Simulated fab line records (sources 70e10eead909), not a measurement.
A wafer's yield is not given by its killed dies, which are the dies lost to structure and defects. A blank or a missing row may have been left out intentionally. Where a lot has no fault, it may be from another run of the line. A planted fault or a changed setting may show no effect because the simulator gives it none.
fab line records + flow nand_harc + part 2 of 2: steps 5 to 6 of 6
record
- lots=23
- wafers=69
- last_day=33
route steps=1302 shown A_M0@1151 A_M1@1179
lots that met no fault: from a run of the same line without faults
start_h: the number of hours between the record's first day and the start of the first shown wafer of the lot + wait_h: time in hours since the lot's previous step + " as in the row above + L1.1+2: several wafers, shown together as one row + - value missing, or start not given + * or withheld: withheld + < > ~ a bound
route shown NAME@n: names a module that has steps shown in the file, with the first one's number in the route + usual: mean/standard deviation taken from wafers without a fault + same: alike in all rows + chamber/n: place in a boat + sites: the reading at each site + _std_site: their standard deviation + _edge_site: mean of outer sites minus mean of inner sites + radius_mm: for every site, how far away it sits from the centre of the wafer + mask NAME#n: copy n + behind: the most recent tool/chamber to have shaped the wafer + hold: reason for holding the lot/hours on hold/outcome of the hold + device: the transistor (n, p or np) that didn't switch + end of line: at the end of the route, the tests of the same wafers + a step without rows: its recipe alone + killed: count of dies lost to structure and defects at first sort (not the wafer's yield) + map: shows each die of a wafer: x if killed, . if not, _ if none is there
set.NAME: the setting that was run; set.NAME@STEP: the one run at that earlier step + model.NAME: the simulator's own value behind a step, which no gauge read
a sample of lots followed through the steps of the route, with each step as a table and each wafer as a row
services: when a tool's chamber went out of use (start_h, in hours from the record's first day, below 0 if earlier), for how many hours, and the reason
## steps
# step NHARC_A_M1_STRIP_18
# recipe
- power_w=1000
- n2_flow_sccm=150
- h2_flow_sccm=150
- ar_flow_sccm=0
- bias_w=0
- chemistry=N2/H2
# usual
- drypump_motor_current_A=5.6/0.34
- oes_product_au=1.000/0.0082
- rf_vpp_V=90.4/0.9
- showerhead_plenum_p_Torr=2.02/0.076
- throttle_valve_pct=14.172/0.0091
| lot.wafer | tool        | chamber | start_h | wait_h | drypump_motor_current_A | oes_product_au | rf_hours_counter_h | rf_vpp_V | showerhead_plenum_p_Torr | throttle_valve_pct |
|-----------|-------------|---------|---------|--------|-------------------------|----------------|--------------------|----------|--------------------------|--------------------|
| L074.3    | rie_diel-06 | 3       | 537.26  | 0.1    | 5.6                     | 1.011          | 4.0                | 91.7     | 2.14                     | 14.166             |
| L074.2    | "           | 0       | "       | "      | 5.3                     | 0.990          | 3.8                | 90.2     | 2.09                     | 14.184             |
| L074.6    | "           | 2       | "       | "      | 5.6                     | 0.996          | -                  | 91.5     | 2.00                     | 14.171             |
| L075.4    | rie_diel-01 | 2       | 542.75  | 0.1    | 5.7                     | 0.999          | 4.0                | 90.4     | 1.95                     | 14.183             |
| L075.6    | "           | 0       | "       | "      | 5.3                     | 0.998          | -                  | 90.9     | 2.10                     | 14.179             |
| L075.5    | "           | 1       | "       | "      | 5.0                     | 0.987          | -                  | 90.8     | 2.00                     | 14.166             |
| L077.2    | rie_diel-01 | 3       | 557.00  | 0.1    | 6.1                     | 0.999          | 3.4                | 92.0     | 2.14                     | 14.179             |
| L077.4    | "           | 0       | "       | "      | 5.4                     | 0.992          | 4.0                | 91.6     | 2.10                     | 14.172             |
| L077.5    | "           | 2       | "       | "      | 5.7                     | 0.996          | -                  | 89.1     | 1.95                     | 14.172             |
| L076.3    | rie_diel-10 | 0       | 559.01  | 0.1    | 5.3                     | 1.015          | 7.5                | 90.5     | 1.91                     | 14.179             |
| L076.2    | "           | 1       | "       | "      | 5.7                     | 1.006          | 7.3                | 90.3     | 2.03                     | 14.167             |
| L076.6    | "           | 3       | "       | "      | 6.0                     | 1.017          | -                  | 90.4     | 1.95                     | 14.184             |
| L078.3    | rie_diel-01 | 2       | 573.57  | 0.1    | 5.7                     | 1.010          | 0.1                | 89.6     | 1.95                     | 14.176             |
| L078.1    | "           | 3       | "       | "      | 6.1                     | 1.001          | 0.1                | 92.3     | 2.14                     | 14.183             |
| L078.6    | "           | 1       | "       | "      | 5.0                     | 0.997          | -                  | 90.2     | 2.00                     | 14.159             |
| L079.1    | rie_diel-01 | 2       | 577.64  | 0.1    | 5.7                     | 1.011          | 0.2                | 89.5     | 1.95                     | 14.162             |
| L079.4    | "           | 0       | "       | "      | 5.4                     | 0.994          | 0.2                | 90.8     | 2.10                     | 14.163             |
| L079.5    | "           | 1       | "       | "      | 5.0                     | 0.986          | -                  | 89.8     | 2.00                     | 14.157             |
| L080.2    | rie_diel-01 | 1       | 601.36  | 0.1    | 5.0                     | 1.001          | 1.3                | 90.3     | 2.00                     | 14.146             |
| L080.4    | "           | 2       | "       | "      | 5.7                     | 0.997          | 1.1                | 91.2     | 1.95                     | 14.171             |
| L080.1    | "           | 3       | "       | "      | 6.2                     | 0.997          | 1.1                | 91.7     | 2.14                     | 14.158             |
| L081.3    | rie_diel-06 | 2       | 601.65  | 0.1    | 5.6                     | 0.990          | 6.9                | 90.0     | 2.00                     | 14.173             |
| L081.2    | "           | 0       | "       | "      | 5.3                     | 1.000          | 9.3                | 89.9     | 2.09                     | 14.169             |
| L081.4    | "           | 1       | "       | "      | 5.0                     | 1.004          | 7.6                | 90.5     | 1.93                     | 14.154             |
| L082.1    | rie_diel-10 | 0       | 613.38  | 0.1    | 5.3                     | 1.014          | 0.0                | 90.4     | 1.91                     | 14.170             |
| L082.3    | "           | 1       | "       | "      | 5.7                     | 0.992          | 0.1                | 90.4     | 2.03                     | 14.170             |
| L082.5    | "           | 0       | "       | "      | 5.3                     | 1.001          | -                  | 89.9     | 1.91                     | 14.170             |
| L083.3    | rie_diel-10 | 2       | 620.70  | 0.1    | 5.7                     | 0.995          | 0.4                | 91.9     | 2.07                     | 14.171             |
| L083.5    | "           | 3       | "       | "      | 6.0                     | 1.004          | -                  | 90.9     | 1.95                     | 14.175             |
| L083.6    | "           | 0       | "       | "      | 5.3                     | 1.012          | -                  | 89.1     | 1.91                     | 14.175             |
| L085.2    | rie_diel-01 | 3       | 632.22  | 0.1    | 6.1                     | 1.002          | 2.0                | 91.2     | 2.14                     | 14.165             |
| L085.4    | "           | 2       | "       | "      | 5.7                     | 0.988          | 1.9                | 87.8     | 1.95                     | 14.195             |
| L085.5    | "           | 0       | "       | "      | 5.3                     | 1.009          | -                  | 90.1     | 2.10                     | 14.160             |
| L084.3    | rie_diel-01 | 2       | 633.98  | 0.1    | 5.7                     | 0.998          | 1.9                | 90.5     | 1.95                     | 14.167             |
| L084.2    | "           | 3       | "       | "      | 6.1                     | 0.995          | 2.1                | 90.4     | 2.14                     | 14.167             |
| L084.6    | "           | 2       | "       | "      | 5.7                     | 0.997          | -                  | 89.7     | 1.95                     | 14.163             |
| L086.3    | rie_diel-10 | 0       | 648.10  | 0.1    | 5.3                     | 1.006          | 1.6                | 89.0     | 1.91                     | 14.181             |
| L086.5    | "           | 1       | "       | "      | 5.8                     | 1.008          | -                  | 90.1     | 2.03                     | 14.161             |
| L086.6    | "           | 2       | "       | "      | 5.7                     | 0.996          | -                  | 91.2     | 2.07                     | 14.170             |
| L087.1    | rie_diel-10 | 1       | 669.30  | 0.1    | 5.7                     | 0.998          | 3.1                | 90.9     | 2.03                     | 14.172             |
| L087.6    | "           | 1       | "       | "      | 5.7                     | 0.991          | -                  | 90.2     | 2.03                     | 14.188             |
| L087.5    | "           | 2       | "       | "      | 5.7                     | 0.990          | -                  | 90.8     | 2.07                     | 14.167             |
| L089.1    | rie_diel-10 | 0       | 675.86  | 0.1    | 5.3                     | 1.011          | 3.1                | 90.1     | 1.91                     | 14.176             |
| L089.6    | "           | 2       | "       | "      | 5.7                     | 0.990          | -                  | 90.9     | 2.07                     | 14.174             |
| L089.5    | "           | 3       | "       | "      | 5.9                     | 1.010          | -                  | 91.4     | 1.95                     | 14.157             |
| L088.3    | rie_diel-10 | 3       | 677.83  | 0.1    | 5.9                     | 1.010          | 3.1                | 89.2     | 1.95                     | 14.170             |
| L088.2    | "           | 0       | "       | "      | 5.3                     | 1.010          | 3.2                | 89.5     | 1.91                     | 14.176             |
| L088.6    | "           | 2       | "       | "      | 5.7                     | 0.992          | -                  | 90.8     | 2.07                     | 14.176             |
| L091.2    | rie_diel-01 | 1       | 686.81  | 0.1    | 5.0                     | 1.003          | 3.2                | 90.2     | 2.00                     | 14.164             |
| L091.4    | "           | 2       | "       | "      | 5.7                     | 0.987          | 3.3                | 91.2     | 1.95                     | 14.178             |
| L091.5    | "           | 1       | "       | "      | 5.0                     | 1.011          | -                  | 90.8     | 2.00                     | 14.170             |
| L092.1    | rie_diel-10 | 1       | 702.81  | 0.1    | 5.7                     | 1.003          | 5.2                | 89.3     | 2.03                     | 14.186             |
| L092.3    | "           | 2       | "       | "      | 5.7                     | 1.007          | 5.1                | 90.8     | 2.07                     | 14.155             |
| L092.5    | "           | 1       | "       | "      | 5.8                     | 0.993          | -                  | 89.8     | 2.03                     | 14.186             |
| L094.1    | rie_diel-10 | 1       | 717.60  | 0.1    | 5.7                     | 0.987          | 5.7                | 91.9     | 2.03                     | 14.162             |
| L094.2    | "           | 3       | "       | "      | 5.9                     | 1.016          | 4.7                | 90.6     | 1.95                     | 14.181             |
| L094.3    | "           | 0       | "       | "      | 5.3                     | 1.006          | 5.4                | 89.9     | 1.91                     | 14.179             |
| L093.2    | rie_diel-01 | 1       | 718.80  | 0.1    | 5.0                     | 1.006          | 4.0                | 89.9     | 2.00                     | 14.171             |
| L093.1    | "           | 0       | "       | "      | 5.3                     | 1.000          | 3.8                | 91.8     | 2.10                     | 14.158             |
| L093.4    | "           | 0       | "       | "      | 5.3                     | 0.995          | -                  | 89.4     | 2.10                     | 14.164             |
| L095.1    | rie_diel-06 | 2       | 742.15  | 0.1    | 5.6                     | 1.007          | 4.0                | 89.9     | 2.00                     | 14.167             |
| L095.3    | "           | 1       | "       | "      | 5.0                     | 0.999          | 3.6                | 91.1     | 1.92                     | 14.169             |
| L095.4    | "           | 2       | "       | "      | 5.6                     | 0.989          | -                  | 89.3     | 2.00                     | 14.160             |
| L096.4    | rie_diel-01 | 0       | 750.80  | 0.1    | 5.3                     | 1.000          | 0.1                | 90.2     | 2.10                     | 14.171             |
| L096.2    | "           | 2       | "       | "      | 5.7                     | 0.982          | 0.1                | 89.7     | 1.95                     | 14.177             |
| L096.6    | "           | 1       | "       | "      | 5.0                     | 1.002          | -                  | 90.6     | 2.00                     | 14.177             |
| L097.1    | rie_diel-10 | 3       | 751.44  | 0.1    | 5.9                     | 1.022          | 6.8                | 89.5     | 1.95                     | 14.174             |
| L097.3    | "           | 3       | "       | "      | 6.0                     | 1.013          | -                  | 90.6     | 1.95                     | 14.170             |
| L097.4    | "           | 2       | "       | "      | 5.7                     | 1.002          | -                  | 90.8     | 2.07                     | 14.170             |
# step NHARC_A_M1_ANNEAL_31
# recipe
- temp_c=225
- time_s=90
# usual
- wafer_temp_C_max=225.82/0.26
| lot.wafer | tool          | chamber | start_h | wait_h | wafer_temp_C_max |
|-----------|---------------|---------|---------|--------|------------------|
| L074.2    | rtp_anneal-01 | 0       | 538.64  | -      | 225.54           |
| L074.3    | "             | 0       | "       | "      | 225.52           |
| L074.6    | "             | 0       | "       | "      | 225.45           |
| L075.4    | rtp_anneal-01 | 0       | 544.24  | -      | 225.54           |
| L075.5    | "             | 0       | "       | "      | 225.62           |
| L075.6    | "             | 0       | "       | "      | 225.70           |
| L077.2    | rtp_anneal-01 | 0       | 558.37  | -      | 225.87           |
| L077.4    | "             | 0       | "       | "      | 225.74           |
| L077.5    | "             | 0       | "       | "      | 225.75           |
| L076.2    | rtp_anneal-01 | 0       | 560.42  | 0.3    | 226.35           |
| L076.3    | "             | 0       | "       | "      | 225.49           |
| L076.6    | "             | 0       | "       | "      | 225.68           |
| L078.1    | rtp_anneal-02 | 0       | 575.04  | 0.5    | 226.07           |
| L078.3    | "             | 0       | "       | "      | 226.20           |
| L078.6    | "             | 0       | "       | "      | 226.05           |
| L079.1    | rtp_anneal-02 | 0       | 579.01  | 0.3    | 226.01           |
| L079.4    | "             | 0       | "       | "      | 226.08           |
| L079.5    | "             | 0       | "       | "      | 225.79           |
| L080.1    | rtp_anneal-02 | 0       | 602.73  | 0.3    | 225.91           |
| L080.2    | "             | 0       | "       | "      | 226.17           |
| L080.4    | "             | 0       | "       | "      | 225.88           |
| L081.2    | rtp_anneal-01 | 0       | 603.09  | 0.4    | 225.53           |
| L081.3    | "             | 0       | "       | "      | 225.51           |
| L081.4    | "             | 0       | "       | "      | 225.79           |
| L082.1    | rtp_anneal-02 | 0       | 614.76  | -      | 225.97           |
| L082.3    | "             | 0       | "       | "      | 225.74           |
| L082.5    | "             | 0       | "       | "      | 225.95           |
| L083.3    | rtp_anneal-01 | 0       | 622.10  | 0.3    | 225.51           |
| L083.5    | "             | 0       | "       | "      | 225.61           |
| L083.6    | "             | 0       | "       | "      | 225.39           |
| L085.2    | rtp_anneal-02 | 0       | 633.68  | 0.4    | 226.08           |
| L085.4    | "             | 0       | "       | "      | 225.73           |
| L085.5    | "             | 0       | "       | "      | 225.96           |
| L084.2    | rtp_anneal-01 | 0       | 635.44  | -      | 225.84           |
| L084.3    | "             | 0       | "       | "      | 225.83           |
| L084.6    | "             | 0       | "       | "      | 225.77           |
| L086.3    | rtp_anneal-01 | 0       | 649.56  | -      | 225.39           |
| L086.5    | "             | 0       | "       | "      | 225.50           |
| L086.6    | "             | 0       | "       | "      | 225.81           |
| L087.1    | rtp_anneal-02 | 0       | 670.67  | -      | 225.97           |
| L087.5    | "             | 0       | "       | "      | 225.89           |
| L087.6    | "             | 0       | "       | "      | 226.19           |
| L089.1    | rtp_anneal-02 | 0       | 677.19  | 0.3    | 226.09           |
| L089.5    | "             | 0       | "       | "      | 226.12           |
| L089.6    | "             | 0       | "       | "      | 226.00           |
| L088.2    | rtp_anneal-02 | 0       | 679.23  | -      | 225.96           |
| L088.3    | "             | 0       | "       | "      | 225.95           |
| L088.6    | "             | 0       | "       | "      | 226.06           |
| L091.2    | rtp_anneal-02 | 0       | 688.22  | -      | 225.81           |
| L091.4    | "             | 0       | "       | "      | 225.95           |
| L091.5    | "             | 0       | "       | "      | 225.73           |
| L092.1    | rtp_anneal-01 | 0       | 704.25  | -      | 225.64           |
| L092.3    | "             | 0       | "       | "      | 225.91           |
| L092.5    | "             | 0       | "       | "      | 225.94           |
| L094.1    | rtp_anneal-02 | 0       | 719.08  | 0.4    | 226.09           |
| L094.2    | "             | 0       | "       | "      | 226.05           |
| L094.3    | "             | 0       | "       | "      | 225.65           |
| L093.1    | rtp_anneal-02 | 0       | 720.25  | 0.3    | 226.26           |
| L093.2    | "             | 0       | "       | "      | 226.16           |
| L093.4    | "             | 0       | "       | "      | 225.67           |
| L095.1    | rtp_anneal-02 | 0       | 743.60  | 0.3    | 225.60           |
| L095.3    | "             | 0       | "       | "      | 225.68           |
| L095.4    | "             | 0       | "       | "      | 225.79           |
| L096.2    | rtp_anneal-01 | 0       | 752.25  | -      | 225.80           |
| L096.4    | "             | 0       | "       | "      | 225.54           |
| L096.6    | "             | 0       | "       | "      | 225.58           |
| L097.1    | rtp_anneal-01 | 0       | 753.02  | 0.3    | 225.52           |
| L097.3    | "             | 0       | "       | "      | 225.69           |
| L097.4    | "             | 0       | "       | "      | 225.33           |
## services
| tool          | chamber | start_h | hours | kind   |
|---------------|---------|---------|-------|--------|
| rie_diel-13   | -       | 519.08  | 9.0   | pm     |
| rie_diel-13   | 1       | 530.45  | 3.8   | repair |
| rie_diel-01   | -       | 557.80  | 9.0   | pm     |
| rie_diel-07   | -       | 580.20  | 0.3   | repair |
| rie_diel-10   | -       | 596.70  | 9.0   | pm     |
| rie_diel-13   | 2       | 609.33  | 8.8   | repair |
| rie_diel-01   | -       | 612.16  | 2.3   | repair |
| rie_diel-07   | -       | 648.20  | 9.0   | pm     |
| rie_diel-13   | 1       | 650.68  | 2.6   | repair |
| rie_diel-10   | 3       | 651.13  | 2.1   | repair |
| rie_diel-06   | -       | 661.20  | 9.0   | pm     |
| rie_diel-09   | -       | 674.10  | 9.0   | pm     |
| rie_diel-06   | 0       | 680.35  | 5.9   | repair |
| rie_diel-07   | 0       | 680.51  | 26.3  | repair |
| rie_diel-10   | 3       | 693.78  | 14.4  | repair |
| rie_diel-01   | 0       | 695.61  | 6.4   | repair |
| rie_diel-01   | 3       | 696.03  | 39.6  | repair |
| rie_diel-13   | -       | 696.08  | 9.0   | pm     |
| rie_diel-01   | -       | 734.80  | 9.0   | pm     |
| rie_diel-06   | 0       | 738.73  | 7.5   | repair |
| rie_diel-10   | 0       | 742.49  | 12.6  | repair |
| rtp_anneal-02 | -       | 744.06  | 12.0  | pm     |
| rie_diel-10   | 1       | 748.12  | 6.5   | repair |
| rie_diel-09   | 1       | 751.18  | 8.0   | repair |
